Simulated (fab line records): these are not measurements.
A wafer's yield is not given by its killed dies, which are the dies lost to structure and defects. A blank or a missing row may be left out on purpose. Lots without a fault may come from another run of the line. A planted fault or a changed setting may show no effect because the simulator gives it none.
A struck lot beside a sound one    flow n5-finfet    18 out of 1938 route steps
Sound: wafers L855.1, L855.2, L855.3. Wafers struck: L861.1, L861.3, L861.5. At the end, the cause is stated.
Order at every step that has rows: each side's tool, ch and its chambers, its first start. Under that, the readings that differ: sound wafers    struck wafers    difference of the means    sigmas: that difference in standard deviations of wafers without a fault.
alike: readings with means less than 2 such deviations apart, plus words and numbers identical on both sides. not compared: withheld readings, readings lacking a value on some wafer, bounds such as >300 that could conceal the same value, and numbers that have no deviation in the record and whose values overlap.
Wherever a step has rows on one side only, a row that says differs or no value, or a row with sigmas, the two part there. Numbers that don't overlap but have no deviation are shown without sigmas and don't part them. A reading that every wafer of one side lacks parts them only if that side has two wafers or more.

first, 8 steps without rows for these wafers: N5_PASSIVATION_HMDS_03 (time 60 s); N5_PASSIVATION_COAT_04; N5_PASSIVATION_EBR_06; N5_PASSIVATION_SOFTBAKE_05 (time 90 s); N5_PASSIVATION_EXPOSE_07 (exposes mask TV, defocus 0 nm, target cd 3000 nm); N5_PASSIVATION_PEB_08; N5_PASSIVATION_DEVELOP_09 (develop time 60 s); N5_PASSIVATION_HARDBAKE_11 (time 120 s).
N5_PASSIVATION_CD_MEAS_10: the cd target is 3000 nm.
  sound on cd-sem-02 ch 0, day 15 16:00; struck on cd-sem-01 ch 0, day 17 04:28
  alike: cd-nm
N5_PASSIVATION_OVL_MEAS_60:
  sound on overlay-01 ch 0, day 15 16:02; struck on overlay-02 ch 0, day 17 04:30
  alike: TV_OVL
N5_PASSIVATION_INSPECT_61: inspects for defects (macro).
  sound on defect-inspect-01 at day 15 16:03; struck on defect-inspect-01 at day 17 04:32
  alike: raw-defect-count
N5_PASSIVATION_DESCUM_12: chemistry O2, time 7.9 s.
  sound on rie-diel-02 ch 0,1,3, day 15 16:36; struck on rie-diel-06 ch 0,2, day 17 04:35
  alike: drypump-motor-current-A, oes-product-au, rf-vpp-V, showerhead-plenum-p-Torr, throttle-valve-pct
  not compared: rf-hours-counter-h
N5_PASSIVATION_PASS_ETCH_74: etches SiNx in CF4/O2, target depth 220 nm, time 110 s.
  sound on rie-diel-02 ch 0,1,3, day 15 16:40; struck on rie-diel-06 ch 0,2, day 17 04:39
reading                          sound              struck             difference  sigmas
oes_f_703_au (a.u.)              0.94 0.78 0.90     0.55 0.56 0.55     -0.32       -4
oes_o_777_au (a.u.)              0.92 0.80 0.89     0.67 0.64 0.65     -0.22       -3
oes-product-au (a.u.)            0.96 0.78 0.88     0.64 0.65 0.66     -0.22       -3
rf-fwd-power-W (W)               531.8 531.5 532.1  405.7 404.3 405.3  -126.7      -70
rf-vpp-V (V)                     245 237 237        274 272 273        +33         +10
model.etch.depth-nm (nm)         221.2 216.3 227.3  180.4 179.3 179.8  -41.8       
model.TV_OPEN.cd-offset-nm (nm)  -0.2 0 0           2 2.6 2.4          +2          
  alike: cf4-flow-sccm, drypump-motor-current-A, showerhead-plenum-p-Torr, throttle-valve-pct
  not compared: rf-hours-counter-h, model.coat_of_PASSIVATION_COAT_04.thk-nm
N5_PASSIVATION_VIA_ETCH_13: etches SiO2 in CHF3/O2, target depth 660 nm, time 330 s.
  sound on rie-diel-02 ch 0,1,3, day 15 16:45; struck on rie-diel-06 ch 0,2, day 17 04:44
  alike: CHF3_flow_sccm, drypump-motor-current-A, etch-rf-on-time-s, oes_f_703_au, oes_o_777_au, oes-product-au, rf-fwd-power-W, rf-vpp-V, showerhead-plenum-p-Torr, throttle-valve-pct
  not compared: rf-hours-counter-h, model.coat_of_PASSIVATION_COAT_04.thk-nm
N5_PASSIVATION_STRIP_14: strips in O2.
  sound on rie-diel-02 ch 0,1,3, day 15 16:57; struck on rie-diel-06 ch 0,2, day 17 04:56
  alike: drypump-motor-current-A, oes-product-au, rf-vpp-V, showerhead-plenum-p-Torr, throttle-valve-pct
  not compared: rf-hours-counter-h
N5_PASSIVATION_ETCH_15: etches SiCN in CF4/N2, target depth 75 nm, time 81.2 s.
  sound on rie-diel-02 ch 0,1,3; struck on rie-diel-06 ch 0,2
reading                          sound        struck       difference  sigmas
model.TV_OPEN.cd-offset-nm (nm)  1.6 2.8 1.6  3.6 4.4 4.4  +2.1        
  alike: cf4-flow-sccm, drypump-motor-current-A, oes-product-au, rf-fwd-power-W, rf-vpp-V, showerhead-plenum-p-Torr, throttle-valve-pct
  not compared: rf-hours-counter-h
then, 1 step without rows for these wafers: N5_PASSIVATION_STRIP_73 (strips in post etch residue remover, time 60 s).
N5_PASSIVATION_PROBE_49:
  sound on prober-02 at day 15 23:50; struck on prober-02 at day 17 13:10
  alike: defect-limited-yield, killed_at_M0_to_M3, killed_at_M4_up, killed-at-contacts, killed-at-front-end, killed-at-other, killed-dies, killed-open, killed-short, sort_bin_5_function, sort_bin_6_memory, sort-n-pass, sort-yield-pct

== WHERE THEY PART ==
At N5_PASSIVATION_PASS_ETCH_74 and nowhere else, as far as this record goes. Later steps at which nothing parts them and some readings are alike: N5_PASSIVATION_VIA_ETCH_13, N5_PASSIVATION_STRIP_14, N5_PASSIVATION_ETCH_15, N5_PASSIVATION_PROBE_49.

WHY: what had been put in by the simulator
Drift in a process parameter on rie-diel-06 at N5_PASSIVATION_PASS_ETCH_74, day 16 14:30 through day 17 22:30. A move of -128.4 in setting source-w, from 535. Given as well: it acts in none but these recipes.
